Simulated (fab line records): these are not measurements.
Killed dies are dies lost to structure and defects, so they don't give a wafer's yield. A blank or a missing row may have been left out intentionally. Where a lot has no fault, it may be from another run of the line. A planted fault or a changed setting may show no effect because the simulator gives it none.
The same fault as seen by 2 desks + flow n5Finfet + only its own numbers are on each desk; what lay behind them is given at the end

== AT THE TOOL OWNER'S DESK: rieDiel-06 ==
The tool's own readings at N5_BEOL_M15_TRENCH_ETCH_34 (etches SiO2 in C4F8/O2/Ar, target depth 872.93 nm, time 199 s): means of the sampled wafers that have a number, for each lot that ran on this tool. The brackets show how far a lot's mean lies from the usual mean; more than 4 standard deviations puts the lot out of limits, marked OUT.
Columns: A = drypumpMotorCurrentA at N5_BEOL_M15_TRENCH_ETCH_34, usual 5.7 A; B = oesProductAu at N5_BEOL_M15_TRENCH_ETCH_34, usual 0.76 a.u.; C = rfVppV at N5_BEOL_M15_TRENCH_ETCH_34, usual 2216 V; D = showerheadPlenumPTorr at N5_BEOL_M15_TRENCH_ETCH_34, usual 3.43 Torr; E = throttleValvePct at N5_BEOL_M15_TRENCH_ETCH_34, usual 30.86 %
| lot  | first seen here | A   | B    | C    | D    | E     |
|------|-----------------|-----|------|------|------|-------|
| L357 | day 13 20:34    | 5.6 | 0.74 | 2193 | 3.37 | 30.53 |
| L358 | day 14 22:15    | 6.1 | 0.73 | 2189 | 3.38 | 30.71 |
| L361 | day 16 08:53    | 6.1 | 0.72 | 2203 | 3.38 | 30.90 |
| L366 | day 17 11:13    | 5.1 | 0.72 | 2211 | 3.41 | 30.75 |
| L367 | day 17 17:29    | 6.1 | 0.74 | 2192 | 3.43 | 30.90 |
This desk's verdict: no lot among the 5 shows anything out of limits.

== AT THE METROLOGY DESK ==
Lot by lot, what the gauges showed, no matter which tool ran the lot: averages of those sampled wafers that carry a number. The brackets show how far a lot's mean lies from the usual mean; more than 4 standard deviations puts the lot out of limits, marked OUT.
Columns: A = M15_THK at N5_BEOL_M15_THK_MEAS_50, usual 855 nm; B = M15_RS at N5_BEOL_M15_RS_MEAS_54, usual 0.0214 ohm/sq
| lot  | first seen here | A   | B      |
|------|-----------------|-----|--------|
| L357 | day 13 22:38    | 852 | 0.0214 |
| L358 | day 15 00:46    | 855 | 0.0215 |
| L359 | day 15 06:33    | 837 | 0.0216 |
| L363 | day 15 23:50    | 868 | 0.0211 |
| L361 | day 16 11:10    | 847 | 0.0216 |
| L364 | day 16 16:13    | 852 | 0.0214 |
| L366 | day 17 15:16    | 870 | 0.0212 |
| L367 | day 17 23:07    | 894 | 0.0205 |
| L377 | day 19 09:40    | 846 | 0.0217 |
| L378 | day 19 19:53    | 853 | 0.0215 |
This desk's verdict: no lot among the 10 shows anything out of limits.

== PUT TOGETHER ==
Nothing out of limits was seen by the tool owner's desk.
Nothing out of limits was seen by the metrology desk.

== WHAT THE SIMULATOR HAD INSERTED ==
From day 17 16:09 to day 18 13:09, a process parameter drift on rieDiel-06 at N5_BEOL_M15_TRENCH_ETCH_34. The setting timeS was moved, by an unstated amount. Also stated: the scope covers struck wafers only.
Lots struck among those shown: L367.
